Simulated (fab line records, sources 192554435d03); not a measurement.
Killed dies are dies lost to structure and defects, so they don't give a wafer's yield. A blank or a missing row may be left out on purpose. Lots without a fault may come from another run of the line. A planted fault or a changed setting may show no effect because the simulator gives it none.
A struck lot beside a sound one | flow n5_finfet | 15 steps out of a route of 1938
Sound: wafers L828.1, L828.4, L828.5. Struck: wafers L841.2, L841.6. (L841.5 of the same lot was not struck and is left out.) The cause comes at the end.
At each step with rows: each side's tool, then ch and its chambers, then its first start. Under that, the readings that differ: sound wafers | struck wafers | difference of the means | sigmas: that difference in standard deviations of wafers without a fault.
alike: readings whose means differ by less than 2 such deviations, and words and numbers that are the same on both sides. not compared: withheld readings, readings that some wafer has no value for, bounds like >300 that may hide the same value, and numbers for which the record gives no deviation and whose values overlap.
The two part at a step that has a row with sigmas, a row that says differs or no value, or rows on one side only. Numbers that don't overlap but have no deviation are shown without sigmas and don't part them. A reading that every wafer of one side lacks parts them only if that side has two wafers or more.

N5_FIN_SAQP_HM_OPEN_73: chemistry CHF3/O2, target SiO2, stops on a-Si, target depth 12 nm, time 16.8 s.
  sound on rie_diel-03 ch 1,3, day 3 10:14; struck on rie_diel-05 ch 1,2, day 6 17:07
  alike: drypump_motor_current_A, oes_product_au, rf_vpp_V, showerhead_plenum_p_Torr, throttle_valve_pct
  not compared: rf_hours_counter_h
then, 1 step without rows for these wafers: N5_FIN_SAQP_STRIP_74 (strips in CHF3/O2).
N5_FIN_SAQP_MANDREL_ETCH_22: etches a-Si in HBr/Cl2, stops on SiNx, target depth 60 nm, bt time 10 s, time 30 s.
  sound on rie_si-06 ch 0,3, day 3 10:20; struck on rie_si-06 ch 3, day 6 17:12
  alike: drypump_motor_current_A, oes_product_au, throttle_valve_pct
  not compared: rf_hours_counter_h
then, 3 steps without rows for these wafers: N5_FIN_SAQP_STRIP_55 (strips in N2/H2); N5_FIN_SAQP_STRIP_23 (strips in SPM, time 750 s); N5_FIN_SAQP_SRD_66 (time 30 s).
N5_FIN_SAQP_RECESS_75: chemistry HF/NH3, target SiO2, target depth 14.4 nm, afs cycles 3, sublimation time 60 s.
  sound on vapor_etch-01 ch 0,1, day 3 10:45; struck on vapor_etch-01 ch 0,1, day 6 17:42
  alike: drypump_motor_current_A
then, 3 steps without rows for these wafers: N5_FIN_SAQP_SPACER1_ALD_24 (deposits SiO2, target thk 20.3 nm, pulse time 1 s, purge time 2 s); N5_FIN_SAQP_SPACER1_ETCHBACK_25 (etches SiO2 in CHF3/O2, target depth 24.4 nm, time 12.2 s); N5_FIN_SAQP_MANDREL1_REMOVE_56 (chemistry HBr/Cl2/O2, target a-Si, stops on SiNx, bt time 10 s).
N5_FIN_SAQP_CD_MEAS_27: target cd 20 nm.
  sound on cd_sem-03 ch 0, day 3 12:03; struck on cd_sem-01 ch 0, day 6 19:22
  alike: cd_nm
N5_FIN_SAQP_ETCH_57: etches SiNx in CH3F/O2, target depth 32.5 nm, time 46.4 s.
  sound on rie_diel-05 ch 0,1, day 3 12:06; struck on rie_diel-05 ch 1,2, day 6 19:41
  alike: drypump_motor_current_A, etch_rf_on_time_s, oes_product_au, rf_vpp_V, showerhead_plenum_p_Torr, throttle_valve_pct
  not compared: rf_hours_counter_h
N5_FIN_SAQP_ETCH_65: etches SiO2 in CF4, target depth 4 nm, time 4.4 s.
  sound on rie_si-02 ch 1,3, day 3 12:12; struck on rie_si-04 ch 0,3, day 6 19:47
  reading                  | sound             | struck      | difference | sigmas
  oes_product_au (a.u.)    | 1.030 1.024 1.029 | 1.354 1.316 | +0.307     | +15
  model.etch.depth_nm (nm) | 4.198 4.216 4.193 | 5.977 6.164 | +1.868     |
  alike: drypump_motor_current_A, throttle_valve_pct
  not compared: rf_hours_counter_h
N5_FIN_SAQP_MANDREL_ETCH_58: etches a-Si in HBr/Cl2, stops on SiNx, target depth 45 nm, bt time 10 s, time 27 s.
  sound on rie_si-02 ch 1,3, day 3 12:14; struck on rie_si-04 ch 0,3, day 6 19:49
  alike: drypump_motor_current_A, oes_product_au, throttle_valve_pct
  not compared: rf_hours_counter_h
then, 1 step without rows for these wafers: N5_PASSIVATION_PROBE_49.

WHERE THEY PART
Only at N5_FIN_SAQP_ETCH_65, within this record. Later steps at which nothing parts them and some readings are alike: N5_FIN_SAQP_MANDREL_ETCH_58.

WHY: what the simulator had put in
Process parameter drift: rie_si-04, from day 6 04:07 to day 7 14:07, at N5_FIN_SAQP_ETCH_65. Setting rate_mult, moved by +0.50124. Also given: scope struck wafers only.
